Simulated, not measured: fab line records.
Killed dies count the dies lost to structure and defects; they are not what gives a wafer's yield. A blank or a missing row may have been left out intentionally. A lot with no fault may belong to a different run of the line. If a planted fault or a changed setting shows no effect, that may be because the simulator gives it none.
Split-lot trial || flow n5Finfet || 21 wafers read from 7 lots, route of 1938 steps

## SPLIT DETAILS
At N5_MIM_BOT_ETCH_ETCH_04 (etches SiNx in CF4/O2, target depth 26 nm, time 13 s), the setting timeS was moved away from the recipe's 13 s on 6 of the 21 wafers read, by -17.2% to +16.2%. For the rest of the wafers, this setting stayed at what the recipe calls for.

The split's own step is where the reading is taken.

## THE READING
etch.depthNm (the simulator's own value, which no gauge read), in nm, at N5_MIM_BOT_ETCH_ETCH_04 (etches SiNx in CF4/O2, target depth 26 nm, time 13 s). No usual value for it is given in the file. Across the 15 wafers here that went through the recipe, the average is 26.13 nm and the standard deviation 0.76 nm.

{"wafer": "L074.2", "tool, chamber at the split": "rieDiel-05, 3", "timeS as run, s": 13, "against the recipe": "recipe", "etch.depthNm, nm": 26.98, "against lot-mates on the recipe": "-"}
{"wafer": "L074.5", "tool, chamber at the split": "rieDiel-05, 0", "timeS as run, s": 13, "against the recipe": "recipe", "etch.depthNm, nm": 25.46, "against lot-mates on the recipe": "-"}
{"wafer": "L074.6", "tool, chamber at the split": "rieDiel-05, 1", "timeS as run, s": 13, "against the recipe": "recipe", "etch.depthNm, nm": 25.09, "against lot-mates on the recipe": "-"}
{"wafer": "L077.1", "tool, chamber at the split": "rieDiel-03, 2", "timeS as run, s": 11.6, "against the recipe": "-10.8%", "etch.depthNm, nm": 22.5, "against lot-mates on the recipe": -4.38}
{"wafer": "L077.3", "tool, chamber at the split": "rieDiel-03, 1", "timeS as run, s": 13, "against the recipe": "recipe", "etch.depthNm, nm": 26.88, "against lot-mates on the recipe": "-"}
{"wafer": "L077.4", "tool, chamber at the split": "rieDiel-03, 2", "timeS as run, s": 11.6, "against the recipe": "-10.8%", "etch.depthNm, nm": 22.53, "against lot-mates on the recipe": -4.35}
{"wafer": "L079.3", "tool, chamber at the split": "rieDiel-05, 1", "timeS as run, s": 13, "against the recipe": "recipe", "etch.depthNm, nm": 25.25, "against lot-mates on the recipe": "-"}
{"wafer": "L079.5", "tool, chamber at the split": "rieDiel-05, 2", "timeS as run, s": 15.1, "against the recipe": "+16.2%", "etch.depthNm, nm": 29.45, "against lot-mates on the recipe": "+4.15"}
{"wafer": "L079.6", "tool, chamber at the split": "rieDiel-05, 1", "timeS as run, s": 13, "against the recipe": "recipe", "etch.depthNm, nm": 25.34, "against lot-mates on the recipe": "-"}
{"wafer": "L080.2", "tool, chamber at the split": "rieDiel-01, 1", "timeS as run, s": 10.77, "against the recipe": "-17.2%", "etch.depthNm, nm": 22.26, "against lot-mates on the recipe": -4.61}
{"wafer": "L080.3", "tool, chamber at the split": "rieDiel-01, 3", "timeS as run, s": 10.77, "against the recipe": "-17.2%", "etch.depthNm, nm": 22.2, "against lot-mates on the recipe": -4.67}
{"wafer": "L080.5", "tool, chamber at the split": "rieDiel-01, 1", "timeS as run, s": 13, "against the recipe": "recipe", "etch.depthNm, nm": 26.87, "against lot-mates on the recipe": "-"}
{"wafer": "L090.4", "tool, chamber at the split": "rieDiel-03, 2", "timeS as run, s": 13, "against the recipe": "recipe", "etch.depthNm, nm": 25.03, "against lot-mates on the recipe": "-"}
{"wafer": "L090.5", "tool, chamber at the split": "rieDiel-03, 2", "timeS as run, s": 13, "against the recipe": "recipe", "etch.depthNm, nm": 25.2, "against lot-mates on the recipe": "-"}
{"wafer": "L090.6", "tool, chamber at the split": "rieDiel-03, 3", "timeS as run, s": 13, "against the recipe": "recipe", "etch.depthNm, nm": 26.4, "against lot-mates on the recipe": "-"}
{"wafer": "L093.3", "tool, chamber at the split": "rieDiel-01, 3", "timeS as run, s": 13, "against the recipe": "recipe", "etch.depthNm, nm": 26.75, "against lot-mates on the recipe": "-"}
{"wafer": "L093.5", "tool, chamber at the split": "rieDiel-01, 3", "timeS as run, s": 13, "against the recipe": "recipe", "etch.depthNm, nm": 26.88, "against lot-mates on the recipe": "-"}
{"wafer": "L093.6", "tool, chamber at the split": "rieDiel-01, 2", "timeS as run, s": 13, "against the recipe": "recipe", "etch.depthNm, nm": 26.51, "against lot-mates on the recipe": "-"}
{"wafer": "L097.1", "tool, chamber at the split": "rieDiel-01, 3", "timeS as run, s": 14.97, "against the recipe": "+15.2%", "etch.depthNm, nm": 30.77, "against lot-mates on the recipe": "+4.09"}
{"wafer": "L097.3", "tool, chamber at the split": "rieDiel-01, 3", "timeS as run, s": 13, "against the recipe": "recipe", "etch.depthNm, nm": 26.88, "against lot-mates on the recipe": "-"}
{"wafer": "L097.4", "tool, chamber at the split": "rieDiel-01, 1", "timeS as run, s": 13, "against the recipe": "recipe", "etch.depthNm, nm": 26.49, "against lot-mates on the recipe": "-"}

THE FIT
A straight line over all 21 wafers: etch.depthNm changes by +0.255 nm for each +1% of timeS; r = +0.94; the points scatter about the line by 0.79 nm.
The same after taking each lot's own level away (the mean of its wafers on the recipe; 21 wafers): +0.289 nm for each +1%; r = +0.97; scatter 0.59 nm.
Per that fit: largest timeS move, reading shift of 5 nm.
The lots' own levels span 25.295 to 26.880 nm, that is 2.1 times the standard deviation above.
In other words, the slope is changed by the lot-to-lot level; the two fits disagree.
Check: for one of the wafers moved furthest among these (-17.2%), held out of the fit, the line's prediction against its lot-mates is -5.24 nm. Against them it came out at -4.61 nm.

## THESE WAFERS: OTHER SPLITS
Other splits were also applied to these wafers ahead of the reading. Each is held against what the fit with the lots' levels taken away leaves over:
{"other split on the same wafers": "N5_BEOL_M14_ILD_DEP_00 timeS", "wafers away from the commonest value": 6, "r with etch.depthNm (lot level and that fit taken away)": "+0.05"}
{"other split on the same wafers": "N5_BEOL_M14_EXPOSE_07 doseMj", "wafers away from the commonest value": 7, "r with etch.depthNm (lot level and that fit taken away)": -0.07}
{"other split on the same wafers": "N5_BEOL_M15_COAT_22 spinRpm", "wafers away from the commonest value": 8, "r with etch.depthNm (lot level and that fit taken away)": "+0.12"}
{"other split on the same wafers": "N5_BEOL_M15_PEB_26 pebTimeS", "wafers away from the commonest value": 8, "r with etch.depthNm (lot level and that fit taken away)": "+0.28"}

## FILE'S OWN FIT
etch.depthNm changes by +0.284 nm for each +1% of timeS, r = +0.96.
